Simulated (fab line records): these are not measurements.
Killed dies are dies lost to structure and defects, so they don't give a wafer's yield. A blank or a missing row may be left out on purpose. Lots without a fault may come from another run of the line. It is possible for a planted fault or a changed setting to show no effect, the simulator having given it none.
Split-lot trial -- flow n5-finfet -- on a route of 1938 steps: 7 lots, 21 wafers read

## ON THE SPLIT
At N5_MOL_CONTACT_COAG_COAT_75 (time 60 s, resist thk 60 nm), the setting spin-rpm was moved away from the recipe's 1500 rpm on 6 of the 21 wafers read, by -6.5% to +10.2%. The other wafers ran this setting at the recipe's value.

## FROM THE SPLIT TO THE READING: what the file shows between them, 9 steps
- N5_MOL_CONTACT_COAG_COAT_76: time 60 s, resist thk 10 nm
- N5_MOL_CONTACT_COAG_COAT_77: time 60 s, resist thk 10 nm
- N5_MOL_CONTACT_COAG_ALD_131: deposits SiO2, target thk 5 nm, pulse time 1 s, co reactant pulse time 1 s
- N5_MOL_CONTACT_COAG_ETCHBACK_132: etches SiO2 in CHF3, target depth 10 nm, time 6.7 s
- N5_MOL_CONTACT_COAG_ETCH_91: etches SOC in N2/H2, target depth 60 nm, overetch 21 nm, time 101.2 s
- N5_MOL_CONTACT_COAG_STRIP_92: strips in N2/H2
- N5_MOL_CONTACT_COAG_STRIP_93: strips in N2/H2
- N5_MOL_CONTACT_COAG_ETCHBACK_135: etches SiO2 in CHF3, target depth 25 nm, time 16.7 s
- N5_MOL_CONTACT_COAG_STRIP_118: strips in CHF3

## THE READING
SOC_of_MOL_CONTACT_COAG_COAT_75.thk-nm (the simulator's own value, which no gauge read), in nm, at N5_MOL_CONTACT_COAG_VIA_ETCH_46 (etches SiO2 in C4F6/O2, target depth 46 nm, overetch 9.2 nm, time 40 s). There is no usual value for it anywhere in the file. The 15 wafers here that ran the recipe average 50.8 nm, standard deviation 0.23 nm.

wafer,"tool, chamber at the split","spin-rpm as run, rpm",against the recipe,"SOC_of_MOL_CONTACT_COAG_COAT_75.thk-nm, nm",against lot-mates on the recipe
L074.3,"litho-track-04, 0",1500,recipe,50.8,-
L074.5,"litho-track-04, 0",1402,-6.5%,52.6,+1.8
L074.6,"litho-track-04, 0",1402,-6.5%,52.6,+1.8
L075.3,"litho-track-04, 0",1500,recipe,51,-
L075.4,"litho-track-04, 0",1500,recipe,50.8,-
L075.5,"litho-track-04, 0",1500,recipe,50.8,-
L077.2,"litho-track-04, 0",1500,recipe,50.8,-
L077.5,"litho-track-04, 0",1500,recipe,50.8,-
L077.3,"litho-track-04, 0",1500,recipe,50.4,-
L078.1,"litho-track-03, 0",1500,recipe,51,-
L078.2,"litho-track-03, 0",1500,recipe,51.2,-
L078.4,"litho-track-03, 0",1500,recipe,50.6,-
L088.1,"litho-track-04, 0",1500,recipe,50.8,-
L088.3,"litho-track-04, 0",1500,recipe,50.8,-
L088.2,"litho-track-04, 0",1599,+6.6%,48.8,-2.0
L090.2,"litho-track-04, 0",1500,recipe,50.8,-
L090.3,"litho-track-04, 0",1500,recipe,50.6,-
L090.4,"litho-track-04, 0",1653,+10.2%,48,-2.7
L094.3,"litho-track-03, 0",1625,+8.3%,48.2,-2.0
L094.5,"litho-track-03, 0",1625,+8.3%,48.4,-1.8
L094.6,"litho-track-03, 0",1500,recipe,50.2,-

FIT RESULTS
A straight line over all 21 wafers: SOC_of_MOL_CONTACT_COAG_COAT_75.thk-nm changes by -0.285 nm for each +1% of spin-rpm; r = -0.98; the points scatter about the line by 0.21 nm.
The same after taking each lot's own level away (the mean of its wafers on the recipe; 21 wafers): -0.259 nm for each +1%; r = -0.99; scatter 0.18 nm.
Per that fit: largest spin-rpm move, reading shift of 2.6 nm.
From 50.20 to 50.93 nm: that is the span of the lots' own levels, equal to 3.1 times the standard deviation above.
So the slope is not independent of the lot-to-lot level: the two fits are not the same.
Check: for one of the wafers moved furthest among these (+10.2%), held out of the fit, the line's prediction against its lot-mates is -2.59 nm. It came out at -2.7 nm against them.

## THE WHOLE CHAIN: every reading that the file lists as answering this split, in the file's order
step,what it does,reading,change (the file's fit),r (the file's)
N5_MOL_CONTACT_COAG_COAT_75,"time 60 s, resist thk 60 nm","SOC_of_MOL_CONTACT_COAG_COAT_75.thk-nm (the simulator's own value, which no gauge read)",-0.279 nm for each +1% of the setting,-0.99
N5_MOL_CONTACT_COAG_ETCH_91,"etches SOC in N2/H2, target depth 60 nm, overetch 21 nm, time 101.2 s","etch.depth-nm (the simulator's own value, which no gauge read)",-0.282 nm for each +1% of the setting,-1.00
N5_MOL_CONTACT_COAG_VIA_ETCH_46,"etches SiO2 in C4F6/O2, target depth 46 nm, overetch 9.2 nm, time 40 s","SOC_of_MOL_CONTACT_COAG_COAT_75.thk-nm (the simulator's own value, which no gauge read)",-0.263 nm for each +1% of the setting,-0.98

## THE FILE'S OWN FIT
SOC_of_MOL_CONTACT_COAG_COAT_75.thk-nm changes by -0.263 nm for each +1% of spin-rpm, r = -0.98.
